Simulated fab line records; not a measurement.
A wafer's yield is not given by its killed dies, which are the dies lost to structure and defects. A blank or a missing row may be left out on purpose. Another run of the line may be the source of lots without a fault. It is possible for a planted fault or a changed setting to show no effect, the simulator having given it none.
A sampling plan put to the test || flow nand-harc || one fab line, 22 faults that these records tell of, each judged on the records of the lots that it struck
The plan is the line's own looks: the steps of the route at which a gauge or an inspection reads the wafer and doesn't change it. A look can be judged if struck wafers have a number there and the file gives its usual mean and standard deviation on fault-free wafers. Caught: a look later than the fault's first step finds the struck wafers' mean 4 or more of those standard deviations (sigma) from the usual mean. On the tool: here the same test is run on the tool's own readings at the fault's steps. Also counted as caught: the struck wafers showing another recipe, or a record that is empty for them alone.

## THE FAULTS, as the simulator had put them in
1. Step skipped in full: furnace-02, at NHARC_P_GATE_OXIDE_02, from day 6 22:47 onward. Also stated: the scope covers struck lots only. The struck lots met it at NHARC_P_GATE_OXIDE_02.
2. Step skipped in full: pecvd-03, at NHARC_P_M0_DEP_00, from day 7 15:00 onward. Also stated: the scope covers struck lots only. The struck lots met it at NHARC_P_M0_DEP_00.
3. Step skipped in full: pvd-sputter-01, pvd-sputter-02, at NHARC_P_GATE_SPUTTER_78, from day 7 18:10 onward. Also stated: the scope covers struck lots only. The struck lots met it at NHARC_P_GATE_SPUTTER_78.
4. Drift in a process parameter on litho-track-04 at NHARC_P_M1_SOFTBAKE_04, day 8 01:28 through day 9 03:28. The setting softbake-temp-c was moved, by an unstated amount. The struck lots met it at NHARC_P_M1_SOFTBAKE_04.
5. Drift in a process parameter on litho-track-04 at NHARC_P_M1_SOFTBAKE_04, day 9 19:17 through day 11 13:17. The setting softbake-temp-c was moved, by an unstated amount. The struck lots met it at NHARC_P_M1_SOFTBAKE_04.
6. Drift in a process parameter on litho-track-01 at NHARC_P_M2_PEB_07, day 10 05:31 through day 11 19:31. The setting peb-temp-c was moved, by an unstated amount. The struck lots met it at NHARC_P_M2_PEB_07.
7. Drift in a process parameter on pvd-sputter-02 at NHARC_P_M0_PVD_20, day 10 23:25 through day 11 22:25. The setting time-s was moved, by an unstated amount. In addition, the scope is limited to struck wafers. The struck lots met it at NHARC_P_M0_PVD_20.
8. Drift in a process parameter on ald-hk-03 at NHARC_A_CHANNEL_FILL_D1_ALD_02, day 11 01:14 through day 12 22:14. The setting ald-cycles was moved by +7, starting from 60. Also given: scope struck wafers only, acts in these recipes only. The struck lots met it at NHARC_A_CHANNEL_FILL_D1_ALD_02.
9. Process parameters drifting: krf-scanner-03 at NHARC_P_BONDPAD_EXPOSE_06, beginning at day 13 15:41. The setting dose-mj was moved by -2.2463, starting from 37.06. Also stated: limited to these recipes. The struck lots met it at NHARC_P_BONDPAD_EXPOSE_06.
10. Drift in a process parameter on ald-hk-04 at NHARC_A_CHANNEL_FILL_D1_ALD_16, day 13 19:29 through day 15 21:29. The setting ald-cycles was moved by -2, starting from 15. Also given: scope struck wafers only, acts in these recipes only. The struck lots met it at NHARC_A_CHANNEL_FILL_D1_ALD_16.
11. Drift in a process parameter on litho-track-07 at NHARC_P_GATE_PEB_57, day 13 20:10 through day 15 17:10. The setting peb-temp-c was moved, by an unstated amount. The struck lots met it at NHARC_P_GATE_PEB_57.
12. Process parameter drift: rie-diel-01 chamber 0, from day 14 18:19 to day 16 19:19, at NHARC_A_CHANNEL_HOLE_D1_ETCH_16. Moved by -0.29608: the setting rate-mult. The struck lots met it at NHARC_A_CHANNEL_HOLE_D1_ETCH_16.
13. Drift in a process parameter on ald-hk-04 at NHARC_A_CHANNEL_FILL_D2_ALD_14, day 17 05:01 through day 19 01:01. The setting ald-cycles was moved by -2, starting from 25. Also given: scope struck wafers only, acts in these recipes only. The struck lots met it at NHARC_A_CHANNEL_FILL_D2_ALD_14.
14. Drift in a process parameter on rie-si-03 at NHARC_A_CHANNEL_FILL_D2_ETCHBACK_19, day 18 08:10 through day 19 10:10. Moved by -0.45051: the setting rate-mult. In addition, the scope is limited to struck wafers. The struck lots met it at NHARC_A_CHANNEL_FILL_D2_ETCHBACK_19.
15. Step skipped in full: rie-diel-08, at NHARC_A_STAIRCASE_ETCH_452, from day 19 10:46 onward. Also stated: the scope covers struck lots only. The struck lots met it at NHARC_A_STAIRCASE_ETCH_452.
16. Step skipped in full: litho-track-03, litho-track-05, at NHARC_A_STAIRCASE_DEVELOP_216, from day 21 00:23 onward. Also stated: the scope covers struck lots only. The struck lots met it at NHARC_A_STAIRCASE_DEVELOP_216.
17. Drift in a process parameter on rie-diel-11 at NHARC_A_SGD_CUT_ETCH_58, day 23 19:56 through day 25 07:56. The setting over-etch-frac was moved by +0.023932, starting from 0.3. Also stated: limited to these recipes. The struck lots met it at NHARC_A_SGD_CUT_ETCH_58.
18. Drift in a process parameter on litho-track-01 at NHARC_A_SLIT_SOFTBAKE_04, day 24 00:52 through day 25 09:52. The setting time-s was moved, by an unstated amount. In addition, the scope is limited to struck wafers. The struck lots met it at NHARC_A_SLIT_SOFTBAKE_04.
19. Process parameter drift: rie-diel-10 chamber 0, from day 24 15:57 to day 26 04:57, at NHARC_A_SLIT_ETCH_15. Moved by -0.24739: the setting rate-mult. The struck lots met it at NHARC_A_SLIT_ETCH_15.
20. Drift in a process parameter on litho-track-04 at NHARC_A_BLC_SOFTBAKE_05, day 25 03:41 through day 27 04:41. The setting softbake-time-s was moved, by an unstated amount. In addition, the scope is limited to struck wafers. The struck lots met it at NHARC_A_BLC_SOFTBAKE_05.
21. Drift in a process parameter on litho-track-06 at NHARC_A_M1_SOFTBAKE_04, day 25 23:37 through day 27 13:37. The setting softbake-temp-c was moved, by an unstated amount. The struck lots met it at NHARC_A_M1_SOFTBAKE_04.
22. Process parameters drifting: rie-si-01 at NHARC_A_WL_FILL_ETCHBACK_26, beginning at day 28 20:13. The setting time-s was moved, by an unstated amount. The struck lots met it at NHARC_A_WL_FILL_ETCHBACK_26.

## WHAT THE PLAN SAW
{"fault": 1, "on the tool itself": "the tool's record is blank for the struck wafers", "first look that catches it": "no look after it can be judged", "reading, sigma": "-", "median hours from its first step to that look": "-", "hours from the fault's start to the first struck lot there": "-", "judged looks passed uncaught": 0}
{"fault": 2, "on the tool itself": "the tool's record is blank for the struck wafers", "first look that catches it": "not the one look that can be judged after it", "reading, sigma": "-", "median hours from its first step to that look": "-", "hours from the fault's start to the first struck lot there": "-", "judged looks passed uncaught": 1}
{"fault": 3, "on the tool itself": "no reading that can be judged", "first look that catches it": "NHARC_END_SORT_01", "reading, sigma": "killed-at-periphery +99 or beyond", "median hours from its first step to that look": 435.6, "hours from the fault's start to the first struck lot there": 442, "judged looks passed uncaught": 0}
{"fault": 4, "on the tool itself": "heater-power-total-W +39 sigma", "first look that catches it": "no look after it can be judged", "reading, sigma": "-", "median hours from its first step to that look": "-", "hours from the fault's start to the first struck lot there": "-", "judged looks passed uncaught": 0}
{"fault": 5, "on the tool itself": "heater-power-total-W -22 sigma", "first look that catches it": "none of the 2 looks that can be judged after it", "reading, sigma": "-", "median hours from its first step to that look": "-", "hours from the fault's start to the first struck lot there": "-", "judged looks passed uncaught": 2}
{"fault": 6, "on the tool itself": "only faintly: heater-power-total-W -3.4 sigma", "first look that catches it": "not the one look that can be judged after it", "reading, sigma": "-", "median hours from its first step to that look": "-", "hours from the fault's start to the first struck lot there": "-", "judged looks passed uncaught": 1}
{"fault": 7, "on the tool itself": "under 2 sigma", "first look that catches it": "no look after it can be judged", "reading, sigma": "-", "median hours from its first step to that look": "-", "hours from the fault's start to the first struck lot there": "-", "judged looks passed uncaught": 0}
{"fault": 8, "on the tool itself": "under 2 sigma", "first look that catches it": "no look after it can be judged", "reading, sigma": "-", "median hours from its first step to that look": "-", "hours from the fault's start to the first struck lot there": "-", "judged looks passed uncaught": 0}
{"fault": 9, "on the tool itself": "exposure-dose-mJ-cm2 -42 sigma", "first look that catches it": "no look after it can be judged", "reading, sigma": "-", "median hours from its first step to that look": "-", "hours from the fault's start to the first struck lot there": "-", "judged looks passed uncaught": 0}
{"fault": 10, "on the tool itself": "under 2 sigma", "first look that catches it": "not the one look that can be judged after it", "reading, sigma": "-", "median hours from its first step to that look": "-", "hours from the fault's start to the first struck lot there": "-", "judged looks passed uncaught": 1}
{"fault": 11, "on the tool itself": "plate-temp-C +37 sigma", "first look that catches it": "not the one look that can be judged after it", "reading, sigma": "-", "median hours from its first step to that look": "-", "hours from the fault's start to the first struck lot there": "-", "judged looks passed uncaught": 1}
{"fault": 12, "on the tool itself": "oes-product-au -11 sigma", "first look that catches it": "NHARC_END_SORT_01", "reading, sigma": "killed-dies +38", "median hours from its first step to that look": 384.9, "hours from the fault's start to the first struck lot there": 386, "judged looks passed uncaught": 1}
{"fault": 13, "on the tool itself": "under 2 sigma", "first look that catches it": "not the one look that can be judged after it", "reading, sigma": "-", "median hours from its first step to that look": "-", "hours from the fault's start to the first struck lot there": "-", "judged looks passed uncaught": 1}
{"fault": 14, "on the tool itself": "oes-product-au -22 sigma", "first look that catches it": "no look after it can be judged", "reading, sigma": "-", "median hours from its first step to that look": "-", "hours from the fault's start to the first struck lot there": "-", "judged looks passed uncaught": 0}
{"fault": 15, "on the tool itself": "the tool's record is blank for the struck wafers", "first look that catches it": "no look after it can be judged", "reading, sigma": "-", "median hours from its first step to that look": "-", "hours from the fault's start to the first struck lot there": "-", "judged looks passed uncaught": 0}
{"fault": 16, "on the tool itself": "the tool's record is blank for the struck wafers", "first look that catches it": "no look after it can be judged", "reading, sigma": "-", "median hours from its first step to that look": "-", "hours from the fault's start to the first struck lot there": "-", "judged looks passed uncaught": 0}
{"fault": 17, "on the tool itself": "under 2 sigma", "first look that catches it": "no look after it can be judged", "reading, sigma": "-", "median hours from its first step to that look": "-", "hours from the fault's start to the first struck lot there": "-", "judged looks passed uncaught": 0}
{"fault": 18, "on the tool itself": "heater-power-total-W +99 or beyond sigma", "first look that catches it": "none of the 2 looks that can be judged after it", "reading, sigma": "-", "median hours from its first step to that look": "-", "hours from the fault's start to the first struck lot there": "-", "judged looks passed uncaught": 2}
{"fault": 19, "on the tool itself": "oes-product-au -13 sigma", "first look that catches it": "NHARC_END_SORT_01", "reading, sigma": "killed-dies +31", "median hours from its first step to that look": 125.7, "hours from the fault's start to the first struck lot there": 142, "judged looks passed uncaught": 0}
{"fault": 20, "on the tool itself": "heater-power-total-W +99 or beyond sigma", "first look that catches it": "not the one look that can be judged after it", "reading, sigma": "-", "median hours from its first step to that look": "-", "hours from the fault's start to the first struck lot there": "-", "judged looks passed uncaught": 1}
{"fault": 21, "on the tool itself": "heater-power-total-W +83 sigma", "first look that catches it": "not the one look that can be judged after it", "reading, sigma": "-", "median hours from its first step to that look": "-", "hours from the fault's start to the first struck lot there": "-", "judged looks passed uncaught": 1}
{"fault": 22, "on the tool itself": "run-length-s -12 sigma", "first look that catches it": "not the one look that can be judged after it", "reading, sigma": "-", "median hours from its first step to that look": "-", "hours from the fault's start to the first struck lot there": "-", "judged looks passed uncaught": 1}
A dash: the fault isn't caught, or these records don't give the number.

Caught at a look: 3 of 22. Caught on the tool: 15 of 22. By one or the other: 16 of 22.
On the tool alone, faults 1, 2, 4, 5, 9, 11, 14, 15, 16, 18, 20, 21, 22 were caught.
Caught at a look alone: fault 3.
Caught by neither: faults 6, 7, 8, 10, 13, 17.

## THINNER SAMPLING
If the look that catches a fault measured only every second or every third lot, by lot number, the first struck lot would be measured this late in the worst case:
{"fault": 3, "struck lots at that look, in order of time": "L161, L160", "every lot": "442 h", "every second lot": "447 h", "every third lot": "may miss all 2"}
{"fault": 12, "struck lots at that look, in order of time": "L464, L465", "every lot": "386 h", "every second lot": "394 h", "every third lot": "may miss all 2"}
{"fault": 19, "struck lots at that look, in order of time": "L472, L473", "every lot": "142 h", "every second lot": "146 h", "every third lot": "may miss all 2"}
Hours are from the fault's start to the first struck lot that is measured. The test against the limit of 4 sigma pooled every struck wafer, which means one lot taken alone may stay below that limit. Other struck lots may not be in these records.

## THE LONGEST TIMED WAY FROM STEP TO LOOK
Fault 3: the median time between NHARC_P_GATE_SPUTTER_78 and NHARC_END_SORT_01 is 435.6 hours. No look between them can be judged.
